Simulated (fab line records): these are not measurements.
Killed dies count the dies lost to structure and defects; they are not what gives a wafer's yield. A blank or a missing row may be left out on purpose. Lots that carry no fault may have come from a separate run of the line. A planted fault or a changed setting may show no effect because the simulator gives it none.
Matching of chambers / flow nand-harc / cmp-02 running NHARC_A_M1_CMP_23: 4 sister chambers
The step polishes, t overpolish 20 s, target thk 154.34 nm. 4 wafers are shown with their chamber, then 8 later ones without.

EACH WAFER AND ITS CHAMBER
wafer=L080.2; chamber=0; motor-current-A (A)=11.6
wafer=L091.1; chamber=2; motor-current-A (A)=12.7
wafer=L091.3; chamber=1; motor-current-A (A)=14.5
wafer=L090.1; chamber=3; motor-current-A (A)=11.4

WAFERS MISSING THEIR CHAMBER
wafer=L090.3; motor-current-A (A)=12.1
wafer=L090.5; motor-current-A (A)=11.7
wafer=L093.1; motor-current-A (A)=11.3
wafer=L093.4; motor-current-A (A)=11.8
wafer=L093.6; motor-current-A (A)=14.1
wafer=L093.2; motor-current-A (A)=11.6
wafer=L093.3; motor-current-A (A)=14.6
wafer=L093.5; motor-current-A (A)=11.8

CHAMBER TAKEN BY EACH
wafer=L090.3; from the rows above=can't be placed: 0 or 2 or 3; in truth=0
wafer=L090.5; from the rows above=can't be placed: 0 or 3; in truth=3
wafer=L093.1; from the rows above=can't be placed: 3 or 0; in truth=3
wafer=L093.4; from the rows above=can't be placed: 0 or 3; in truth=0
wafer=L093.6; from the rows above=1; in truth=1
wafer=L093.2; from the rows above=can't be placed: 0 or 3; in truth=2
wafer=L093.3; from the rows above=1; in truth=1
wafer=L093.5; from the rows above=can't be placed: 0 or 3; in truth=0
Correctly placed: 2 of 8. These rows do not allow placing 6 (true chamber among the candidates in 5). Wrongly placed: 0.
How it was worked out, from the rows above alone: a wafer's distance from a chamber is the root of the sum, over the readings, of the square of ((its reading less the chamber's mean) divided by the reading's scatter). If the next closest chamber is less than 2 further off than the closest, the wafer can't be placed; otherwise it belongs to the closest. Each chamber's mean is taken over the wafers shown for it. The scatter (one wafer shown for each chamber): square how far every hidden wafer sits from the nearest shown wafer, average those squares and take the square root.
